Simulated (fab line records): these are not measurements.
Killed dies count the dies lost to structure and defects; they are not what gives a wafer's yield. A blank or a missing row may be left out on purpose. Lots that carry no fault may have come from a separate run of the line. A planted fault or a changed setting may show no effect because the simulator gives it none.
fab line records	flow n5_finfet
[record] lots = 9	wafers = 26	last_day = 21
route steps=1938 shown MOL_CONTACT_COAG@554 BEOL_M4@1111 PASSIVATION@1936
lots with no fault: from the same line, run without faults
start_h: hours from the record's first day to the start of the lot's first wafer shown	wait_h: hours since the lot's step before	" the same as in the row above	L1.1+2: several wafers, shown together as one row	- value missing, or start not given	* or withheld: withheld	< > ~ a bound
route shown NAME@n: a module of which the file shows steps, and the number in the route of the first	usual: mean/standard deviation of fault-free wafers	same: alike in all rows	chamber/n: place in a boat	sites: per-site readings	_std_site: the standard deviation of these	_edge_site: mean of outer sites minus mean of inner sites	radius_mm: how far each site lies from the wafer's centre	mask NAME#n: copy n	behind: the most recent tool/chamber to have shaped the wafer	hold: why the lot was held/for how many hours/how that ended	device: the n, p or np transistor that did not switch	end of line: the tests these same wafers got at the end of their route	a step given without rows: its recipe and nothing more	killed: count of dies lost to structure and defects at first sort (not the wafer's yield)	map: the dies of a wafer, with x for killed, . for not killed, _ for no die there
set.NAME: the setting the step ran with; set.NAME@STEP: the setting that earlier step ran with	model.NAME: the simulator's own value behind a step, which no gauge read
steps of the route over a sample of lots; a table a step, a row a wafer
services: the hour from which a tool's chamber was out of use, counted from the record's first day as start_h (under 0 if before that day), plus the number of hours and why
[[steps]]
[step N5_MOL_CONTACT_COAG_CMP_23]
[recipe] stop_on = SiO2	t_overpolish_s = 1.5	post_cmp_clean = cu_alkaline	down_force_psi = 2	platen_rpm = 50.289	pad_velocity_m_s = 1.0006	target_thk_nm = 0
[usual] edge_zone_pressure_frac = 1.000/0.0047	motor_current_A = 8.1/0.79	overpolish_run_s = 1.500/0.0088	time_to_endpoint_s = 8.6/2.2
lot.wafer	tool	chamber	start_h	wait_h	edge_zone_pressure_frac	motor_current_A	overpolish_run_s	time_to_endpoint_s
L445.4	cmp-01	3	97.00	0.1	0.989	7.4	1.495	7.3
L445.2	"	1	"	"	1.002	7.1	1.507	4.0
L452.3	cmp-01	2	137.59	0.1	1.000	8.0	1.512	3.9
L452.4	"	3	"	"	0.998	7.4	1.510	9.3
L452.6	"	0	"	"	0.999	9.2	1.497	12.3
L456.3	cmp-03	3	167.73	0.0	0.998	7.7	1.508	8.2
L456.2	"	0	"	"	0.997	8.4	1.497	8.3
L456.4	"	1	"	"	0.997	8.5	1.495	6.9
L458.2	cmp-01	0	175.80	0.1	1.005	9.1	1.501	9.5
L458.5	"	3	"	"	0.999	7.4	1.502	8.8
L458.6	"	0	"	"	1.003	9.1	1.513	11.4
L459.2	cmp-01	1	183.48	0.0	0.998	7.1	1.504	7.2
L459.4	"	2	"	"	0.997	8.0	1.489	5.0
L459.1	"	0	"	"	0.999	8.5	1.516	7.1
L460.4	cmp-03	0	193.61	0.2	0.996	8.3	1.501	7.1
L460.3	"	2	"	"	1.002	9.3	1.489	6.0
L460.6	"	0	"	"	0.998	8.5	1.490	8.1
L461.3	cmp-01	1	196.04	0.0	0.987	6.7	1.508	6.7
L461.4	"	2	"	"	1.003	8.1	1.511	6.5
L461.5	"	2	"	"	0.999	7.8	1.495	5.9
L462.3	cmp-02	1	201.47	0.1	1.004	7.9	1.498	10.9
L462.2	"	2	"	"	1.001	8.5	1.498	8.8
L462.5	"	3	"	"	0.998	9.3	1.498	9.6
L467.4	cmp-01	1	231.73	0.0	1.008	7.2	1.488	10.2
L467.5	"	1	"	"	0.994	7.1	1.503	11.8
L467.6	"	2	"	"	0.991	7.7	1.506	7.0
[step N5_MOL_CONTACT_COAG_CD_MEAS_84]
[recipe] target_cd_nm = 25.1	landing_energy_ev = 500	detector = se_inlens	polarity = opening
[usual] cd_nm = 25.1/0.31
lot.wafer	tool	chamber	start_h	wait_h	cd_nm
L445.2	cd_sem-01	0	100.81	-	25.4
L445.4	"	0	"	"	25.5
L452.3	cd_sem-01	0	141.77	-	24.7
L452.4	"	0	"	"	25.0
L452.6	"	0	"	"	25.1
L456.2	cd_sem-02	0	171.86	-	24.5
L456.3	"	0	"	"	25.1
L456.4	"	0	"	"	24.6
L458.2	cd_sem-03	0	179.60	-	25.5
L458.5	"	0	"	"	25.7
L458.6	"	0	"	"	25.5
L459.1	cd_sem-02	0	187.04	-	25.6
L459.2	"	0	"	"	25.2
L459.4	"	0	"	"	25.2
L460.3	cd_sem-01	0	197.71	-	24.6
L460.4	"	0	"	"	25.3
L460.6	"	0	"	"	25.1
L461.3	cd_sem-03	0	201.15	-	25.2
L461.4	"	0	"	"	24.7
L461.5	"	0	"	"	24.7
L462.2	cd_sem-01	0	205.11	-	25.5
L462.3	"	0	"	"	25.3
L462.5	"	0	"	"	25.3
L467.4	cd_sem-01	0	235.42	-	24.9
L467.5	"	0	"	"	24.7
L467.6	"	0	"	"	24.6
[step N5_MOL_CONTACT_COAG_INSPECT_57]
[recipe] mode = adi	inspect_instrument = brightfield
[usual] raw_defect_count = 182/51
lot.wafer	tool	chamber	start_h	wait_h	raw_defect_count
L445.2	defect_inspect-01	-	100.90	0.0	163
L445.4	"	-	"	"	131
L452.3	defect_inspect-01	-	141.86	0.0	167
L452.4	"	-	"	"	221
L452.6	"	-	"	"	195
L456.2	defect_inspect-02	-	171.94	0.0	106
L456.3	"	-	"	"	139
L456.4	"	-	"	"	118
L458.2	defect_inspect-01	-	179.69	0.0	158
L458.5	"	-	"	"	158
L458.6	"	-	"	"	137
L459.1	defect_inspect-01	-	187.13	0.1	303
L459.2	"	-	"	"	184
L459.4	"	-	"	"	314
L460.3	defect_inspect-02	-	197.80	0.0	207
L460.4	"	-	"	"	181
L460.6	"	-	"	"	115
L461.3	defect_inspect-02	-	201.24	0.0	145
L461.4	"	-	"	"	171
L461.5	"	-	"	"	169
L462.2	defect_inspect-02	-	205.20	0.0	168
L462.3	"	-	"	"	178
L462.5	"	-	"	"	206
L467.4	defect_inspect-01	-	235.51	0.0	312
L467.5	"	-	"	"	240
L467.6	"	-	"	"	132
[step N5_MOL_CONTACT_COAG_ETCH_90]
[recipe] chemistry = CF4	target = SiARC	target_depth_a = 130	mask_material = CAR-EUV	time_s = 21.7	ion_energy_ev = 80	pressure_mtorr = 40	source_w = 545	bias_w = 36	Ar_flow_sccm = 100	cf4_flow_sccm = 100	ends = cleared
[usual] bias_w = 36.00/0.11	cf4_flow_sccm = 100.0/0.32	drypump_motor_current_A = 5.67/0.21	etch_rf_on_time_s = 21.9/0.74	oes_product_au = 0.66/0.065	rf_vpp_V = 183.9/1.2	showerhead_plenum_p_Torr = 2.13/0.061	throttle_valve_pct = 15.68/0.17
lot.wafer	tool	chamber	start_h	wait_h	bias_w	cf4_flow_sccm	drypump_motor_current_A	etch_rf_on_time_s	oes_product_au	rf_hours_counter_h	rf_vpp_V	showerhead_plenum_p_Torr	throttle_valve_pct
L445.2	rie_diel-04	2	100.99	0.0	35.90	100.2	5.44	22.2	0.60	209	184.5	2.21	15.69
L445.4	"	0	"	"	35.98	99.8	5.86	21.2	0.60	244	182.1	2.11	16.03
L452.3	rie_diel-04	2	141.95	0.0	35.96	100.0	5.40	22.0	0.60	221	186.6	2.20	15.71
L452.4	"	2	"	"	35.96	100.2	5.40	22.0	0.60	-	184.6	2.20	15.72
L452.6	"	1	"	"	36.04	99.9	5.88	20.9	0.60	-	182.9	2.08	15.77
L456.2	rie_diel-01	2	172.32	0.0	36.20	99.7	5.63	23.1	0.62	157	183.6	2.14	15.97
L456.3	"	0	"	"	36.12	100.3	5.72	21.1	0.72	85	183.5	2.09	15.56
L456.4	"	1	"	"	36.01	100.3	5.55	21.9	0.72	63	184.5	2.25	15.60
L458.2	rie_diel-03	2	179.80	0.0	35.91	99.4	5.96	22.3	0.63	169	185.0	2.21	15.66
L458.5	"	3	"	"	35.97	99.8	5.67	22.3	0.67	-	183.1	2.06	15.54
L458.6	"	2	"	"	35.98	99.7	5.95	22.3	0.63	-	185.3	2.21	15.65
L459.1	rie_diel-01	1	187.22	0.0	-	-	-	-	-	-	-	-	-
L459.2	"	0	"	"	-	-	-	-	-	-	-	-	-
L459.4	"	3	"	"	-	-	-	-	-	-	-	-	-
L460.3	rie_diel-04	1	198.01	0.0	-	-	-	-	-	-	-	-	-
L460.4	"	2	"	"	-	-	-	-	-	-	-	-	-
L460.6	"	0	"	"	-	-	-	-	-	-	-	-	-
L461.3	rie_diel-03	1	201.34	0.0	-	-	-	-	-	-	-	-	-
L461.4	"	0	"	"	-	-	-	-	-	-	-	-	-
L461.5	"	3	"	"	-	-	-	-	-	-	-	-	-
L462.2	rie_diel-03	2	205.60	0.0	35.96	100.3	5.96	22.5	0.61	178	184.0	2.21	15.70
L462.3	"	3	"	"	36.10	99.8	5.67	22.7	0.66	136	183.6	2.06	15.57
L462.5	"	2	"	"	36.02	100.5	5.97	22.4	0.62	-	184.6	2.21	15.67
L467.4	rie_diel-04	1	235.64	0.0	36.15	99.7	5.93	20.8	0.80	20	182.4	2.08	15.27
L467.5	"	0	"	"	35.82	99.8	5.85	21.1	0.78	-	184.1	2.09	15.64
L467.6	"	3	"	"	35.74	99.8	5.23	22.6	0.61	-	185.2	2.20	15.97
[step N5_MOL_CONTACT_COAG_ETCHBACK_132]
[recipe] chemistry = CHF3	target = SiO2	target_depth_a = 100	time_s = 6.7	ion_energy_ev = 200	pressure_mtorr = 30	source_w = 610	bias_w = 170	Ar_flow_sccm = 200	CHF3_flow_sccm = 50
[usual] drypump_motor_current_A = 5.67/0.21	oes_product_au = 0.78/0.087	rf_vpp_V = 529/20	showerhead_plenum_p_Torr = 2.38/0.068	throttle_valve_pct = 18.80/0.18
[same] time_s = 6.7
lot.wafer	tool	chamber	start_h	wait_h	drypump_motor_current_A	oes_product_au	rf_hours_counter_h	rf_vpp_V	showerhead_plenum_p_Torr	throttle_valve_pct
L445.2	rie_diel-03	2	101.27	0.1	5.98	0.75	146	524	2.47	18.69
L445.4	"	1	"	"	5.77	0.82	-	498	2.31	18.84
L452.3	rie_diel-03	3	142.21	0.1	5.66	0.81	111	514	2.31	18.72
L452.4	"	1	"	"	5.80	0.82	95	500	2.31	18.87
L452.6	"	2	"	"	5.97	0.75	-	521	2.46	18.70
L456.2	rie_diel-01	1	172.63	0.1	5.54	0.86	63	563	2.51	18.78
L456.3	"	3	"	"	5.85	0.67	243	543	2.34	18.67
L456.4	"	0	"	"	5.74	0.83	85	495	2.32	18.73
L458.2	rie_diel-01	3	180.06	0.1	5.87	0.67	245	543	2.34	18.69
L458.5	"	1	"	"	5.54	0.85	-	562	2.51	18.78
L458.6	"	2	"	"	5.63	0.74	-	545	2.38	19.13
L459.1	rie_diel-04	0	187.60	0.1	5.85	0.34	18	529	2.33	18.67
L459.2	"	2	"	"	5.42	0.26	241	533	2.44	18.72
L459.4	"	3	"	"	5.23	0.28	170	536	2.44	18.88
L460.3	rie_diel-04	0	198.27	0.1	5.86	0.35	21	528	2.33	18.68
L460.4	"	3	"	"	5.23	0.28	174	537	2.44	18.88
L460.6	"	2	"	"	5.38	0.25	-	536	2.44	18.73
L461.3	rie_diel-01	1	201.60	0.1	5.55	0.31	74	562	2.51	18.71
L461.4	"	0	"	"	5.75	0.31	-	495	2.32	18.65
L461.5	"	2	"	"	5.62	0.28	-	546	2.38	19.06
L462.2	rie_diel-03	1	205.93	0.2	5.77	0.79	119	499	2.30	18.88
L462.3	"	0	"	"	5.53	0.70	210	502	2.35	18.75
L462.5	"	0	"	"	5.53	0.69	-	503	2.35	18.76
L467.4	rie_diel-03	3	235.90	0.1	5.62	0.76	147	512	2.30	18.78
L467.5	"	0	"	"	5.53	0.69	-	502	2.34	18.76
L467.6	"	3	"	"	5.61	0.76	-	514	2.30	18.75
[step N5_MOL_CONTACT_COAG_CD_MEAS_137]
[recipe] target_cd_nm = 16
[usual] cd_nm = 16.0/0.42
lot.wafer	tool	chamber	start_h	wait_h	cd_nm
L445.2	cd_sem-01	-	101.76	0.0	16.5
L445.4	"	-	"	"	16.0
L452.3	cd_sem-03	-	142.71	0.0	16.1
L452.4	"	-	"	"	16.1
L452.6	"	-	"	"	16.3
L456.2	cd_sem-02	-	173.13	0.0	16.1
L456.3	"	-	"	"	15.7
L456.4	"	-	"	"	15.2
L458.2	cd_sem-01	-	180.55	0.0	16.3
L458.5	"	-	"	"	16.1
L458.6	"	-	"	"	16.1
L459.1	cd_sem-01	-	188.10	0.0	-
L459.2	"	-	"	"	-
L459.4	"	-	"	"	-
L460.3	cd_sem-01	-	198.77	0.0	-
L460.4	"	-	"	"	-
L460.6	"	-	"	"	-
L461.3	cd_sem-03	-	202.15	0.0	-
L461.4	"	-	"	"	-
L461.5	"	-	"	"	-
L462.2	cd_sem-03	-	206.67	0.0	15.9
L462.3	"	-	"	"	16.8
L462.5	"	-	"	"	16.4
L467.4	cd_sem-01	-	236.44	0.0	15.5
L467.5	"	-	"	"	16.0
L467.6	"	-	"	"	16.3
[step N5_BEOL_M4_RC_MEAS_101]
[usual] DIBL_N = 36.1/2.3	DIBL_P = 36/3.2	IOFF_N = 0.16/0.045	IOFF_P = 0.21/0.049	ION_N = 674/14	ION_P = 462/8.4	SS_N = 71.6/0.83	SS_P = 73.2/0.87	VT_N = 249/3.8	VT_P = -250/3.4
lot.wafer	tool	chamber	start_h	wait_h	DIBL_N[mV/V]	DIBL_P[mV/V]	IOFF_N[nA/um]	IOFF_P[nA/um]	ION_N[uA/um]	ION_P[uA/um]	SS_N[mV/dec]	SS_P[mV/dec]	VT_N[mV]	VT_P[mV]
L445.2	prober-01	0	271.85	0.2	33.3	35	0.12	0.19	655	460	70.6	73.0	254	-250
L445.4	"	0	"	"	34.5	36	0.13	0.23	664	464	70.5	72.7	249	-244
L452.3	prober-02	0	286.86	0.3	34.9	34	0.12	0.15	652	444	70.7	71.9	253	-255
L452.4	"	0	"	"	36.0	36	0.14	0.19	668	456	71.9	73.5	251	-255
L452.6	"	0	"	"	34.8	33	0.12	0.15	645	439	70.9	72.9	254	-257
L456.2	prober-02	0	297.29	0.2	34.9	35	0.13	0.20	682	472	71.0	73.2	253	-250
L456.3	"	0	"	"	35.4	33	0.13	0.17	662	458	71.3	72.0	251	-255
L456.4	"	0	"	"	34.2	33	0.11	0.15	648	444	70.2	72.0	257	-256
L458.2	prober-02	0	347.82	0.2	36.9	34	0.16	0.20	689	470	70.9	72.9	249	-247
L458.5	"	0	"	"	38.7	37	0.19	0.24	693	472	71.8	74.2	243	-245
L458.6	"	0	"	"	39.8	37	0.22	0.24	688	465	71.8	73.6	243	-247
L462.2	prober-02	0	355.66	0.2	36.0	35	0.16	0.22	669	460	71.3	72.8	248	-247
L462.3	"	0	"	"	34.3	33	0.15	0.20	670	459	71.2	72.3	248	-248
L462.5	"	0	"	"	38.8	39	0.24	0.29	688	464	72.0	73.4	243	-247
L467.4	prober-01	0	394.25	0.5	37.5	39	0.20	0.25	683	463	72.7	73.3	246	-248
L467.5	"	0	"	"	40.1	42	0.24	0.29	679	461	72.7	74.2	246	-248
L467.6	"	0	"	"	37.4	38	0.19	0.24	681	466	72.0	73.7	247	-247
[step N5_PASSIVATION_PROBE_49]
[usual] defect_limited_yield = 90.9/1.6	killed_at_M0_to_M3 = 37/11	killed_at_M4_up = 15/5.6	killed_at_contacts = 13/6.4	killed_at_front_end = 39/11	killed_at_other = 4/3.1	killed_dies = 107/19	killed_on_rim = 14/4.3	killed_open = 71/14	killed_short = 34/7.8	sort_bin_5_function = 5.3/1	sort_bin_6_memory = 3.4/0.72	sort_bin_8_speed = 0.0/0.42	sort_n_pass = 1072/20	sort_yield_pct = 90.9/1.7
[same] gross_dies = 1180	killed_at_back_side = 0	sort_bin_4_leakage[%] = 0
lot.wafer	tool	chamber	start_h	wait_h	defect_limited_yield[%]	killed_at_M0_to_M3	killed_at_M4_up	killed_at_contacts	killed_at_front_end	killed_at_other	killed_dies	killed_on_rim	killed_open	killed_short	sort_bin_5_function[%]	sort_bin_6_memory[%]	sort_bin_8_speed[%]	sort_n_pass	sort_yield_pct[%]
L456.2	prober-02	-	429.19	0.1	91.3	15	26	19	38	5	103	16	73	26	4.7	3.7	0	1077	91.3
L456.3	prober-02	-	429.24	0.1	92.5	25	9	10	43	1	88	11	62	23	4.6	2.6	0	1092	92.5
L456.4	prober-02	-	429.29	0.2	88.6	35	32	13	52	2	134	14	95	37	7.4	3.6	0.2	1044	88.5
L460.3	prober-01	-	447.85	0.1	0	33	23	1092	31	1	1180	152	68	43	96.3	3.4	0	0	0
L460.4	prober-01	-	447.90	0.2	0	23	14	1108	33	2	1180	152	68	27	96.8	3.1	0	0	0
L460.6	prober-01	-	448.00	0.3	0	30	30	1092	28	0	1180	152	67	48	95.4	4.3	0	0	0
L459.1	prober-02	-	467.60	0.0	0	31	7	1111	29	2	1180	152	49	28	96.5	3.1	0	0	0
L459.2	prober-02	-	467.65	0.1	0	21	12	1128	17	2	1180	152	40	23	98.0	1.7	0	0	0
L459.4	prober-02	-	467.75	0.2	0	17	12	1108	42	1	1180	152	49	26	98.0	1.7	0	0	0
L458.2	prober-02	-	469.07	0.1	92.3	28	9	5	49	0	91	19	72	18	4.1	3.1	0	1089	92.3
L458.5	prober-02	-	469.22	0.2	89.6	39	23	5	53	3	123	17	87	33	5.7	4.3	0	1057	89.6
L458.6	prober-02	-	469.27	0.3	91.7	35	14	4	38	7	98	10	65	30	4.7	3.2	0	1082	91.7
L461.3	prober-01	-	473.93	0.1	0	26	18	1096	34	6	1180	152	62	31	97.0	2.9	0	0	0
L461.4	prober-01	-	473.98	0.2	0	38	16	1087	34	5	1180	152	81	25	96.3	3.5	0	0	0
L461.5	prober-01	-	474.03	0.2	0	18	13	1113	34	2	1180	152	52	27	97.9	1.8	0	0	0
L467.4	prober-02	-	506.92	0.6	88.6	68	3	14	49	1	135	16	93	40	6.4	4.4	0	1045	88.6
L467.5	prober-02	-	506.97	0.7	90.5	34	14	10	50	4	112	23	65	44	5.6	3.2	0	1068	90.5
L467.6	prober-02	-	507.02	0.7	93.2	37	7	4	29	3	80	15	54	25	4.4	2.4	0	1100	93.2
// killed by level:class
L456.2 FIN_SAQP:geometric_particle:open=18 MOL_CONTACT_COAG:geometric_particle:open=16 BEOL_M4:geometric_particle:open=16 FIN_SAQP:geometric_particle:short=9 STI_FIN_REVEAL:geometric_particle:open=4 MOL_CONTACT_COAG:geometric_particle:short=3 SD_EPI_N:coat_microbubble_printed=2 GATE_CUT:geometric_particle:short=2
L456.3 FIN_SAQP:geometric_particle:open=14 MOL_CONTACT_COAG:geometric_particle:open=10 BEOL_M3:geometric_particle:open=10 STI_FIN_REVEAL:geometric_particle:open=9 GATE_CUT:geometric_particle:short=7 FIN_SAQP:geometric_particle:short=4 BEOL_M4:geometric_particle:open=4 BEOL_M0:geometric_particle:short=3
L456.4 BEOL_M4:geometric_particle:open=19 FIN_SAQP:geometric_particle:open=17 MOL_CONTACT_COAG:geometric_particle:open=13 BEOL_M3:geometric_particle:open=11 FIN_SAQP:geometric_particle:short=8 STI_FIN_REVEAL:geometric_particle:open=8 BEOL_M2:geometric_particle:open=7 BEOL_M3:geometric_particle:short=5
L460.3 MOL_CONTACT_COAG:area_etch=1069 MOL_CONTACT_COAG:geometric_particle:open=19 BEOL_M4:geometric_particle:open=13 FIN_SAQP:geometric_particle:short=9 BEOL_M0_SAQP:geometric_particle:short=7 BEOL_M2:geometric_particle:short=7 BEOL_M0_SAQP:geometric_particle:open=6 BEOL_M2:geometric_particle:open=6
L460.4 MOL_CONTACT_COAG:area_etch=1085 MOL_CONTACT_COAG:geometric_particle:open=22 FIN_SAQP:geometric_particle:open=7 FIN_SAQP:geometric_particle:short=7 STI_FIN_REVEAL:geometric_particle:open=6 BEOL_M0:geometric_particle:open=4 DUMMY_GATE:geometric_particle:open=3 BEOL_M0_SAQP:geometric_particle:short=3
L460.6 MOL_CONTACT_COAG:area_etch=1065 BEOL_M4:geometric_particle:open=17 MOL_CONTACT_COAG:geometric_particle:open=15 MOL_CONTACT_COAG:geometric_particle:short=12 BEOL_M0_SAQP:geometric_particle:short=8 BEOL_M0_SAQP:geometric_particle:open=5 BEOL_M2:geometric_particle:short=5 STI_FIN_REVEAL:geometric_particle:open=4
L459.1 MOL_CONTACT_COAG:area_etch=1103 BEOL_M3:geometric_particle:open=10 BEOL_M1:geometric_particle:open=8 MOL_CONTACT_COAG:geometric_particle:open=6 FIN_SAQP:geometric_particle:open=5 GATE_CUT:geometric_particle:short=4 BEOL_M0_SAQP:geometric_particle:open=4 STARTING-WAFER:geometric_particle:short=4
L459.2 MOL_CONTACT_COAG:area_etch=1117 FIN_SAQP:geometric_particle:short=9 MOL_CONTACT_COAG:geometric_particle:open=9 BEOL_M2:geometric_particle:open=7 BEOL_M3:geometric_particle:open=4 BEOL_M4:geometric_particle:open=4 BEOL_M0:geometric_particle:open=3 BEOL_M1:geometric_particle:short=3
L459.4 MOL_CONTACT_COAG:area_etch=1105 STI_FIN_REVEAL:geometric_particle:open=11 FIN_SAQP:geometric_particle:open=6 ILD0:geometric_particle:short=5 ILD0:geometric_particle:open=4 BEOL_M0:geometric_particle:open=4 BEOL_M2:geometric_particle:open=3 BEOL_M4:geometric_particle:open=3
L458.2 STI_FIN_REVEAL:geometric_particle:open=15 BEOL_M3:geometric_particle:open=13 DUMMY_GATE:geometric_particle:open=8 FIN_SAQP:geometric_particle:open=6 MOL_CONTACT_COAG:geometric_particle:open=5 BEOL_M1:geometric_particle:open=5 BEOL_M4:geometric_particle:open=5 DUMMY_GATE:geometric_particle:short=4
L458.5 BEOL_M4:geometric_particle:open=17 FIN_SAQP:geometric_particle:open=14 BEOL_M3:geometric_particle:open=12 BEOL_M1:geometric_particle:open=10 STI_FIN_REVEAL:geometric_particle:open=8 FIN_SAQP:geometric_particle:short=7 GATE_CUT:geometric_particle:short=5 DUMMY_GATE:geometric_particle:open=5
L458.6 STI_FIN_REVEAL:geometric_particle:open=9 BEOL_M1:geometric_particle:open=9 DUMMY_GATE:geometric_particle:open=8 BEOL_M4:geometric_particle:open=7 FIN_SAQP:geometric_particle:short=6 BEOL_M3:geometric_particle:open=6 BEOL_M0_SAQP:geometric_particle:open=5 BEOL_M2:geometric_particle:open=4
L461.3 MOL_CONTACT_COAG:area_etch=1086 FIN_SAQP:geometric_particle:open=8 STI_FIN_REVEAL:geometric_particle:open=7 GATE_CUT:geometric_particle:short=7 MOL_CONTACT_COAG:geometric_particle:open=7 BEOL_M3:geometric_particle:open=7 BEOL_M0_SAQP:geometric_particle:short=5 BEOL_M4:geometric_particle:open=5
L461.4 MOL_CONTACT_COAG:area_etch=1073 BEOL_M3:geometric_particle:open=12 FIN_SAQP:geometric_particle:open=11 MOL_CONTACT_COAG:geometric_particle:open=11 BEOL_M4:geometric_particle:open=9 STI_FIN_REVEAL:geometric_particle:open=6 BEOL_M0_SAQP:geometric_particle:short=6 BEOL_M2:geometric_particle:open=6
L461.5 MOL_CONTACT_COAG:area_etch=1101 MOL_CONTACT_COAG:geometric_particle:open=11 FIN_SAQP:geometric_particle:short=10 FIN_SAQP:geometric_particle:open=7 BEOL_M3:geometric_particle:open=5 STI_FIN_REVEAL:geometric_particle:open=4 BEOL_M0_SAQP:geometric_particle:open=4 BEOL_M2:geometric_particle:open=4
L467.4 BEOL_M0_SAQP:geometric_particle:open=23 BEOL_M0_SAQP:geometric_particle:short=14 STI_FIN_REVEAL:geometric_particle:open=12 BEOL_M3:geometric_particle:open=12 FIN_SAQP:geometric_particle:open=11 MOL_CONTACT_COAG:geometric_particle:open=10 FIN_SAQP:geometric_particle:short=9 BEOL_M2:geometric_particle:open=9
L467.5 FIN_SAQP:geometric_particle:short=17 FIN_SAQP:geometric_particle:open=11 BEOL_M0_SAQP:geometric_particle:open=10 MOL_CONTACT_COAG:geometric_particle:open=8 BEOL_M2:geometric_particle:open=6 BEOL_M3:geometric_particle:open=6 SPACER0:geometric_particle:short=5 BEOL_M0_SAQP:geometric_particle:short=5
L467.6 BEOL_M1:geometric_particle:open=8 BEOL_M0_SAQP:geometric_particle:short=7 FIN_SAQP:geometric_particle:open=5 BEOL_M0_SAQP:geometric_particle:open=5 BEOL_M3:geometric_particle:open=5 STI_FIN_REVEAL:geometric_particle:open=4 MOL_CONTACT_COAG:geometric_particle:open=4 BEOL_M0:geometric_particle:open=4
[[services]]
tool	chamber	start_h	hours	kind
rie_diel-03	3	73.73	36.7	repair
cmp-02	-	87.25	5.0	pm
rie_diel-04	3	94.76	1.6	repair
cmp-01	-	102.15	0.5	repair
rie_diel-01	-	114.20	2.8	pm
rie_diel-03	2	115.16	18.1	repair
rie_diel-04	0	128.41	-	clean
rie_diel-04	0	128.41	-	consumable_replace:focus_ring
rie_diel-04	0	128.41	18.3	scheduled_down
rie_diel-04	0	128.41	18.3	vent_cycle
rie_diel-04	1	146.94	-	clean
rie_diel-04	1	146.94	-	consumable_replace:focus_ring
rie_diel-04	1	146.94	28.4	scheduled_down
rie_diel-04	1	146.94	28.4	vent_cycle
cmp-01	-	155.52	4.0	repair
cmp-02	-	168.43	4.0	pm
cmp-03	-	183.47	7.5	pm
rie_diel-03	0	206.78	4.0	repair
cmp-02	-	208.11	4.1	repair
cmp-01	-	210.51	4.5	pm
cmp-01	-	215.48	1.9	repair
cmp-01	-	219.16	0.4	repair
cmp-03	-	228.22	1.7	repair
cmp-02	-	231.78	2.4	repair
[[key]]
[first_sign] step = N5_MOL_CONTACT_COAG_ETCH_90	reading = tool_record	direction = missing
[effect] step = N5_MOL_CONTACT_COAG_ETCHBACK_132	reading = oes_product_au	direction = down	sigmas = 5.6	usual = 0.78	struck = 0.29
[effect] step = N5_MOL_CONTACT_COAG_CD_MEAS_137	reading = cd_nm	direction = missing
[effect] step = N5_PASSIVATION_PROBE_49	reading = killed_at_contacts	direction = up	sigmas = 99+	usual = 13	struck = 1104
[more_kills_born_at] N5_MOL_CONTACT_COAG_ETCH_90@rie_diel-01 = 3324	N5_MOL_CONTACT_COAG_ETCH_90@rie_diel-03 = 3259	N5_MOL_CONTACT_COAG_ETCH_90@rie_diel-04 = 3219
met_at N5_MOL_CONTACT_COAG_ETCH_90
struck_lots L459,L460,L461
later_rows_left_out L459.1,L459.2,L459.4,L460.3,L460.4,L460.6,L461.3,L461.4,L461.5
not_acting_at N5_MOL_CONTACT_COAG_CMP_23,N5_MOL_CONTACT_COAG_CD_MEAS_84,N5_MOL_CONTACT_COAG_INSPECT_57
onset_between 179.80 187.22
[fault] kind = skipped_step_whole	tool = rie_diel-01,rie_diel-03,rie_diel-04	chamber = -	onset_h = 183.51	steps = N5_MOL_CONTACT_COAG_ETCH_90	scope = struck_lots_only
// later_rows_left_out: the simulator's readings of these wafers behind a module that went badly wrong aren't trusted and aren't shown, but for the sort
